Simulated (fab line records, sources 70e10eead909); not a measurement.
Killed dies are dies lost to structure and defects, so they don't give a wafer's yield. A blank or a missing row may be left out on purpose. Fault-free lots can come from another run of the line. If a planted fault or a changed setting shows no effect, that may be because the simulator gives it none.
Chamber matching	flow nandHarc	aldMetal-02 running NHARC_P_CONTACT_ALD_22: 4 sister chambers
The step deposits TiN, target thk 3 nm, pulse time 1 s, ald cycles 150. 8 wafers are shown with their chamber, then 12 later ones without.

WAFERS PAIRED WITH THEIR CHAMBERS
wafer	chamber	heaterPowerW (W)	precursorPulseHeightRel
L079.3	3	1057	1.018
L080.5	2	1144	0.980
L081.2	0	927	1.031
L081.3	3	1049	0.985
L081.5	1	1105	0.976
L081.1	2	1145	1.015
L081.4	1	1119	1.009
L081.6	0	954	1.004

WAFERS WITHOUT THEIR CHAMBER
wafer	heaterPowerW (W)	precursorPulseHeightRel
L083.1	1050	1.003
L083.2	1120	1.020
L083.6	1090	1.024
L088.1	953	0.989
L088.2	1166	0.992
L088.6	1033	1.004
L088.3	1104	1.019
L088.4	1025	0.984
L088.5	1162	0.964
L092.1	962	1.000
L092.2	1013	0.967
L092.5	955	1.009

WHICH CHAMBER EACH ONE RAN IN
wafer	from the rows above	in truth
L083.1	3	3
L083.2	can't be placed: 1 or 2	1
L083.6	can't be placed: 1 or 3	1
L088.1	0	0
L088.2	2	2
L088.6	3	3
L088.3	1	1
L088.4	3	3
L088.5	2	2
L092.1	0	0
L092.2	3	3
L092.5	0	0
Correctly placed: 10 of 12. From these rows, 2 cannot be placed; in 2 the true chamber is one of the candidates. Placed wrongly: 0.
How it was worked out, from the rows above alone: a wafer's distance from a chamber is the root of the sum, over the readings, of the square of ((its reading less the chamber's mean) divided by the reading's scatter). If the next closest chamber is less than 2 further off than the closest, the wafer can't be placed; otherwise it belongs to the closest. For every chamber, the mean is computed from those of its wafers that are shown. The scatter: take each reading less its chamber's mean, square it, sum over the shown wafers, divide by the number of wafers less the number of chambers, and take the root.
